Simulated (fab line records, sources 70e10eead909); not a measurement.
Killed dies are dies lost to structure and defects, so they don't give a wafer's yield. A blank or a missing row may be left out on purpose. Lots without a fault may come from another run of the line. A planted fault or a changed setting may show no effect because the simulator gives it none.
Problem report in the 8D (eight disciplines) form, filled by code | flow nand_harc | the parts of the form that need people (team, actions taken, sign-off) are left out

1. THE PROBLEM
killed_dies at NHARC_END_SORT_01 reads a mean of 164 on 1 wafer of 1 lot; wafers without a fault read 58 with a standard deviation of 18. That is +5.9 standard deviations from the usual mean.
First seen on wafer L638.2, day 28 23:01, on prober-02. The record holds 3 wafers of 1 lot with a number at this step. Rule for "out", or "out of limits": more than 4 standard deviations from the usual mean. The other wafers with a number count as sound.

2. WHAT IT IS AND WHAT IT IS NOT
question                    | is                           | is not
which readings at this step | killed_dies, killed_at_array | killed_at_other, killed_at_periphery, killed_open, killed_short
which lots                  | L638                         | -
which wafers of those lots  | L638.2                       | L638.1, L638.6
read on which gauges        | prober-02                    | -
when                        | from day 28 23:01            | up to then (1 sound wafer); but 1 sound wafer of L638 came after

3. SUSPECTS, AND WHAT RULES EACH OUT
Counting: a tool at a process step up to the reading stays a suspect if it ran every lot that is out. Sound lots after the first of them don't rule it out here, since some wafers of a struck lot are sound.
- the gauge at NHARC_END_SORT_01: ruled out. All the wafers that are out were read on prober-02, but those of them that NHARC_A_CHANNEL_HOLE_D2_ETCH_16 has rows for are out there too, on other tools.
- rie_diel-08 at NHARC_A_CHANNEL_HOLE_D2_ETCH_34 (etches the open film in CF4/CHF3, target depth 154 nm, time 77 s): kept. It ran the lot that is out, L638 (day 17 12:37). NHARC_A_CHANNEL_HOLE_D2_ETCH_34 gives no start for some lots, so the hours and the order of its lots are those of NHARC_A_CHANNEL_HOLE_D2_ETCH_16.
- rie_diel-08 at NHARC_A_CHANNEL_HOLE_D2_ETCH_16 (etches the open film in O2/COS, target depth 3100 nm, time 806 s): kept. It ran the lot that is out, L638 (day 17 12:37). Its own readings are out on those wafers: oes_product_au.
- Within rie_diel-08 at NHARC_A_CHANNEL_HOLE_D2_ETCH_34: the wafers that are out ran in chamber 3; their sound lot-mates ran in chamber 0.
- Within rie_diel-08 at NHARC_A_CHANNEL_HOLE_D2_ETCH_16: the wafers that are out ran in chamber 0; their sound lot-mates ran in chambers 1, 3.
Left after counting: rie_diel-08 at NHARC_A_CHANNEL_HOLE_D2_ETCH_34, rie_diel-08 at NHARC_A_CHANNEL_HOLE_D2_ETCH_16.

4. THE CAUSE (what the simulator had put in)
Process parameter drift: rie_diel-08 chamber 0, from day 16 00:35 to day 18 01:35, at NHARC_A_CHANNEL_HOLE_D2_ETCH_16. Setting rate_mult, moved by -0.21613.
Counting left 2 suspects, and this tool is among them.

5. THE CHAIN OF EFFECTS, in route order
Each row: a reading whose mean over the struck wafers that have a number lies more than 3 standard deviations from the usual. Only readings for which the record gives a usual standard deviation are gone through. hours: the time from each lot's start at the first step in this table that gives one to its start at this step, as a median over the lots. sigmas: the change in usual standard deviations.
hours | step                            | reading         | usual      | on struck wafers | change | sigmas
0     | NHARC_A_CHANNEL_HOLE_D2_ETCH_16 | oes_product_au  | 1.002 a.u. | 0.875            | -0.127 | -12
274   | NHARC_END_SORT_01               | killed_at_array | 53         | 163              | +110   | +5.8
274   | NHARC_END_SORT_01               | killed_dies     | 58         | 164              | +106   | +5.9
The process steps in it:
- NHARC_A_CHANNEL_HOLE_D2_ETCH_16: etches the open film in O2/COS, target depth 3100 nm, time 806 s.

6. WHAT WOULD HAVE CAUGHT IT SOONER
In this record the first reading out of limits at a measuring or inspecting step was taken at day 28 23:01, 310 hours after the fault began at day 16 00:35.
The tool's own readings at NHARC_A_CHANNEL_HOLE_D2_ETCH_16 were out on every struck wafer that the step has a row for (oes_product_au): an alarm limit on them would have fired on the first of those.
All the lots that are out (1) had begun NHARC_A_CHANNEL_HOLE_D2_ETCH_16 on rie_diel-08 by day 28 23:01. A hold on the tool at that time would have spared none of them.
